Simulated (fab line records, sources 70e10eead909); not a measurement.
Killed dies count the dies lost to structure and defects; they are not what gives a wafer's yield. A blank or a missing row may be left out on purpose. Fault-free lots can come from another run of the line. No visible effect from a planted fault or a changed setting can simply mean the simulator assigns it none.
Check for tools in common | flow nandHarc | Sampled: 2 lots, 6 wafers

== REASON IT WAS OPENED ==
On 2 of the 2 lots, a flag is raised at NHARC_END_SORT_01 on the reading defectLimitedYield. No-fault wafers: 90.8 %, standard deviation 2.2.
Rule: flag the lot when none of its wafers has a number, or when each of its wafers that has one lies beyond 4 standard deviations from that mean. The rest of the lots are taken to be sound.

lot  | measured     | on        | defectLimitedYield (%), wafer by wafer | flag
L805 | day 27 20:07 | prober-02 | 0 0 0                                  | FLAGGED
L809 | day 27 23:59 | prober-01 | 0 0 0                                  | FLAGGED
The mean of the flagged lots' numbers is 0.0 %, -90.8 % from the usual (-41 standard deviations).

== LOT BY LOT: THE TOOL USED ==
The record holds 3 process steps before the reading, out of a route of 1302 steps. In each cell: the tool, then ch and the chambers that the sampled wafers went through, then the start.
lot  | flag    | NHARC_A_BLC_DEGAS_30        | NHARC_A_BLC_CVD_24                      | NHARC_A_M0_DEP_00
L805 | FLAGGED | pvdSputter-01, day 26 01:10 | cvdW-01 ch 1, day 26 02:42 or earlier   | pecvd-04 ch 0,1,2, day 26 02:42
L809 | FLAGGED | pvdSputter-01, day 26 05:56 | cvdW-02 ch 0,1, day 26 07:23 or earlier | pecvd-04 ch 0,1,2, day 26 07:23
What the steps here do:
- NHARC_A_BLC_DEGAS_30: time 60 s.
- NHARC_A_BLC_CVD_24: deposits W, target thk 150 nm, time 434 s.
- NHARC_A_M0_DEP_00: deposits SiOC, target thk 150 nm.
- NHARC_END_SORT_01

== FLAGGED AGAINST TOTAL, ONE TOOL AT A TIME (gauges that did the reading follow at the end) ==
step                 | tool          | lots run | flagged | share of the flagged lots | sound lots run after its first flagged lot
NHARC_A_BLC_DEGAS_30 | pvdSputter-01 | 2        | 2       | all                       | 0
NHARC_A_BLC_CVD_24   | cvdW-01       | 1        | 1       | some                      | 0
NHARC_A_BLC_CVD_24   | cvdW-02       | 1        | 1       | some                      | 0
NHARC_A_M0_DEP_00    | pecvd-04      | 2        | 2       | all                       | 0
NHARC_END_SORT_01    | prober-01     | 1        | 1       | some                      | 0
NHARC_END_SORT_01    | prober-02     | 1        | 1       | some                      | 0
NHARC_A_BLC_CVD_24 gives no start for some lots, so the hours and the order of its lots are those of NHARC_A_M0_DEP_00.

== WHAT THE TABLE ALLOWS ==
2 rows of the table ran every flagged lot: pvdSputter-01 at NHARC_A_BLC_DEGAS_30, pecvd-04 at NHARC_A_M0_DEP_00.
- pvdSputter-01 at NHARC_A_BLC_DEGAS_30 ran 2 lots, 2 of them flagged. No sound lot ran on it before its first flagged lot in this sample; the start therefore can't be narrowed down.
- pecvd-04 at NHARC_A_M0_DEP_00 ran 2 lots, 2 of them flagged. No sound lot ran on it before its first flagged lot in this sample; the start therefore can't be narrowed down.
These 2 tools cannot be told apart by counting lots, since each of them fits a fault that started at some hour. More lots, or a look at what each step does to the wafer, might.

== WHAT THE SIMULATOR HAD INSERTED ==
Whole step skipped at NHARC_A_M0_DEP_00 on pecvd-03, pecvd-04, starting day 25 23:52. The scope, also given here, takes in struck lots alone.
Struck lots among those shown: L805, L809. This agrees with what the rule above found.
